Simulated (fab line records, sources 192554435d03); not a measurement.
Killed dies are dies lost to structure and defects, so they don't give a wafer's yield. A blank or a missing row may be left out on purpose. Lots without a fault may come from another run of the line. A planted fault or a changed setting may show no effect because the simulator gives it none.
Which tool did it? | flow n5_finfet | 10 lots, 28 wafers sampled, at 3 steps of a route of 1938

WHAT THE GAUGES READ, wafer by wafer
N5_BEOL_M4_RC_MEAS_101. Usual: DIBL_N 36.4 mV/V, standard deviation 1.4; DIBL_P 36.3 mV/V, standard deviation 1.8; IOFF_N 0.163 nA/um, standard deviation 0.024; IOFF_P 0.21 nA/um, standard deviation 0.034; ION_N 673 uA/um, standard deviation 11; ION_P 461 uA/um, standard deviation 7.4; SS_N 71.6 mV/dec, standard deviation 0.52; SS_P 73.3 mV/dec, standard deviation 0.58; VT_N 249.4 mV, standard deviation 2.5; VT_P -250 mV, standard deviation 3.5.
lot  | measured     | on        | DIBL_N (mV/V)  | DIBL_P (mV/V)  | IOFF_N (nA/um)    | IOFF_P (nA/um) | ION_N (uA/um) | ION_P (uA/um) | SS_N (mV/dec)  | SS_P (mV/dec)  | VT_N (mV)         | VT_P (mV)      | flag
L454 | day 8 02:40  | prober-02 | 37.2 36.7 37.6 | 37.1 37.9 37.5 | 0.176 0.180 0.190 | 0.21 0.23 0.22 | 668 684 673   | 451 467 456   | 71.9 71.8 71.6 | 73.0 73.3 72.7 | 248.3 248.2 248.1 | -249 -249 -249 |
L455 | day 8 07:10  | prober-01 | 37.2 37.2 37.5 | 38.0 37.4 38.2 | 0.170 0.169 0.181 | 0.25 0.24 0.24 | 663 668 666   | 456 462 459   | 71.9 71.2 71.9 | 73.8 73.4 73.8 | 245.9 249.0 246.9 | -246 -248 -248 |
L456 | day 8 18:12  | prober-02 | 36.8 36.2 35.0 | 37.2 36.3 35.3 | 0.173 0.167 0.147 | 0.19 0.19 0.17 | 674 685 668   | 449 455 453   | 71.8 71.4 71.9 | 73.8 72.5 72.8 | 246.7 246.7 251.3 | -254 -254 -254 |
L459 | day 9 07:05  | prober-01 | 37.5           | 36.9           | 0.177             | 0.25           | 684           | 470           | 72.3           | 73.5           | 250.3             | -245           |
L467 | day 11 17:55 | prober-01 | 35.4 35.2 37.6 | 36.1 35.5 38.1 | 0.172 0.160 0.204 | 0.22 0.21 0.25 | 688 664 683   | 466 464 463   | 72.0 70.9 71.9 | 73.5 73.1 74.3 | 246.6 251.5 245.7 | -246 -246 -245 |
L469 | day 11 21:12 | prober-02 | 37.7 35.0 35.7 | 35.9 33.7 33.7 | 0.174 0.124 0.138 | 0.21 0.17 0.17 | 663 661 653   | 451 455 448   | 72.5 71.4 71.8 | 73.4 73.3 72.7 | 252.2 254.1 252.6 | -249 -250 -256 |
L471 | day 11 22:14 | prober-01 | 35.6 35.3 37.2 | 34.6 34.4 37.2 | 0.142 0.139 0.175 | 0.17 0.17 0.21 | 658 671 675   | 449 454 463   | 71.2 71.2 71.5 | 72.6 72.4 73.6 | 251.1 253.0 246.6 | -254 -258 -252 |
L472 | day 12 19:30 | prober-02 | 37.2 36.8 36.7 | 37.3 36.7 37.1 | 0.153 0.150 0.156 | 0.21 0.20 0.21 | 674 665 679   | 457 459 463   | 72.6 71.8 71.8 | 73.9 73.5 73.9 | 250.4 252.3 251.0 | -250 -251 -253 |
L473 | day 12 22:25 | prober-01 | 39.8 38.6 38.2 | 39.1 37.8 37.4 | 0.201 0.186 0.171 | 0.26 0.25 0.23 | 667 684 666   | 458 467 463   | 71.8 71.5 71.7 | 74.0 73.6 73.3 | 250.8 249.1 248.9 | -245 -245 -247 |

N5_PASSIVATION_OVL_MEAS_63. Usual: PAD_OVL 0 nm, standard deviation 4.7.
lot  | measured     | on         | PAD_OVL (nm) | flag
L454 | day 12 03:53 | overlay-01 | 6 -7 3       |
L455 | day 12 07:59 | overlay-02 | 1 -1 -3      |
L456 | day 12 13:02 | overlay-02 | -1 -1 -1     |
L459 | day 13 17:50 | overlay-02 | 0            |
L467 | day 16 05:04 | overlay-01 | 5 5 6        |
L469 | day 16 06:07 | overlay-01 | 0 0 0        |
L471 | day 16 17:00 | overlay-02 | -6 3 1       |
L472 | day 17 09:26 | overlay-01 | 1 -3 -6      |
L473 | day 17 11:28 | overlay-01 | 6 4 1        |

WHICH TOOL RAN EACH LOT (tool, then ch and the chambers of the sampled wafers, then the start)
lot  | N5_PMOS_HMC_CHANNEL_EPI_HM_OPEN_15
L454 | rie_diel-02 ch 0,2,3, day 2 00:02
L455 | rie_diel-02 ch 2,3, day 2 06:02
L456 | rie_diel-01 ch 0,1,2, day 2 11:28
L458 | rie_diel-02 ch 0,1, day 2 23:24
L459 | rie_diel-02 ch 1,2, day 3 05:35
L467 | rie_diel-01 ch 0,1,2, day 5 05:47
L469 | rie_diel-05 ch 1,2,3, day 5 17:32
L471 | rie_diel-02 ch 0,1,2, day 6 06:01
L472 | rie_diel-05 ch 1,2, day 6 12:19
L473 | rie_diel-02 ch 0,1,2, day 6 17:49
- N5_PMOS_HMC_CHANNEL_EPI_HM_OPEN_15: chemistry CHF3/O2, target SiO2, target depth 40.6 nm, time 20.3 s.

WHAT THE TOOLS THEMSELVES READ (means of the sampled wafers that have a number; where no wafer has one, the mark that the record gives instead)
N5_PMOS_HMC_CHANNEL_EPI_HM_OPEN_15. Usual: drypump_motor_current_A 5.9 A, standard deviation 0.34; oes_product_au 0.77 a.u., standard deviation 0.08; rf_vpp_V 526 V, standard deviation 4.2; showerhead_plenum_p_Torr 2.44 Torr, standard deviation 0.042; throttle_valve_pct 18.91 %, standard deviation 0.22.
lot  | tool        | drypump_motor_current_A (A) | oes_product_au (a.u.) | rf_vpp_V (V) | showerhead_plenum_p_Torr (Torr) | throttle_valve_pct (%) | flag
L454 | rie_diel-02 | 5.8                         | 0.79                  | 523          | 2.46                            | 18.88                  |
L455 | rie_diel-02 | 6.1                         | 0.73                  | 526          | 2.46                            | 19.05                  |
L456 | rie_diel-01 | 5.9                         | 0.71                  | 528          | 2.46                            | 18.90                  |
L458 | rie_diel-02 | 5.9                         | 0.66                  | 523          | 2.44                            | 18.89                  |
L459 | rie_diel-02 | 6.3                         | 0.67                  | 525          | 2.45                            | 19.17                  |
L467 | rie_diel-01 | 5.9                         | 0.70                  | 528          | 2.45                            | 18.92                  |
L469 | rie_diel-05 | 5.8                         | 0.83                  | 527          | 2.47                            | 18.71                  |
L471 | rie_diel-02 | 6.0                         | 0.75                  | 523          | 2.44                            | 19.09                  |
L472 | rie_diel-05 | 5.8                         | 0.88                  | 525          | 2.45                            | 18.59                  |
L473 | rie_diel-02 | 6.0                         | 0.76                  | 524          | 2.44                            | 19.10                  |

THE ANSWER, worked out from the rows above alone
Rule: a lot is off if the mean of its wafers that have a number lies more than 3 standard deviations from the usual mean. A lot without any number at a reading at which 4 lots or more have one is off too. The other lots that the step has rows for count as sound. The gauges are gone through in route order, then the tools' own readings, and for those a lot's mean is taken as printed above. The first step at which some lot is off is used, and at that step the reading that is off furthest; a lot without a number counts as furthest.
No lot is off at any reading shown: from this, nothing can be told.

WHAT THE SIMULATOR HAD PUT IN
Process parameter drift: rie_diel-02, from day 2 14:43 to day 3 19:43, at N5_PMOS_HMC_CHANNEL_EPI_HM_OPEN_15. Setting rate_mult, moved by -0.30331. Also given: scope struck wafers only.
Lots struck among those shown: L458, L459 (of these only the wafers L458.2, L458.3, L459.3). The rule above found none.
